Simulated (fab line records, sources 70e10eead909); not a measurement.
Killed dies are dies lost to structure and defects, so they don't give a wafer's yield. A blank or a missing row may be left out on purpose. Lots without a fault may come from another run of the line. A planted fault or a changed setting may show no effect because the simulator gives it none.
Chamber matching | flow nand_harc | NHARC_P_M0_CMP_23 on cmp-01: 4 sister chambers
The step polishes, t overpolish 20 s, target thk 117.54 nm. 8 wafers are shown with their chamber, then 11 later ones without.

WAFERS WITH THEIR CHAMBER
wafer  | chamber | motor_current_A (A) | time_to_endpoint_s (s)
L081.2 | 1       | 9.7                 | 24.5
L081.6 | 1       | 9.8                 | 22.9
L083.1 | 2       | 11.0                | 31.3
L083.2 | 3       | 10.7                | 29.0
L085.1 | 0       | 9.5                 | 29.0
L085.3 | 2       | 11.0                | 29.4
L085.4 | 3       | 10.5                | 30.0
L086.2 | 0       | 9.4                 | 28.0

WAFERS WITHOUT THEIR CHAMBER
wafer  | motor_current_A (A) | time_to_endpoint_s (s)
L086.3 | 11.2                | 31.5
L086.5 | 11.2                | 33.5
L089.2 | 11.2                | 35.4
L089.5 | 10.5                | 35.6
L089.6 | 10.1                | 27.7
L092.2 | 10.5                | 34.0
L092.3 | 10.3                | 29.3
L092.4 | 9.6                 | 29.8
L094.2 | 10.0                | 28.2
L094.3 | 9.6                 | 30.3
L094.6 | 9.7                 | 28.6

WHICH CHAMBER EACH WENT THROUGH
wafer  | from the rows above          | in truth
L086.3 | 2                            | 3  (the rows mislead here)
L086.5 | 2                            | 2
L089.2 | 2                            | 2
L089.5 | can't be placed: 3 or 2      | 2
L089.6 | can't be placed: 1 or 3 or 0 | 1
L092.2 | 3                            | 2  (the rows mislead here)
L092.3 | 3                            | 3
L092.4 | 0                            | 0
L094.2 | can't be placed: 1 or 0 or 3 | 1
L094.3 | 0                            | 0
L094.6 | can't be placed: 0 or 1      | 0
Placed correctly: 5 of 11. Can't be placed from these rows: 4 (the true chamber is among the candidates in 4). Placed wrongly: 2.
How it was worked out, from the rows above alone: a wafer's distance from a chamber is the root of the sum, over the readings, of the square of ((its reading less the chamber's mean) divided by the reading's scatter). The wafer belongs to the nearest chamber; if the next one is less than 2 further off, it can't be placed. A chamber's mean is the mean of its shown wafers. The scatter: the root of (the sum of the squares of (reading less its chamber's mean) over the shown wafers, divided by (wafers less chambers)).
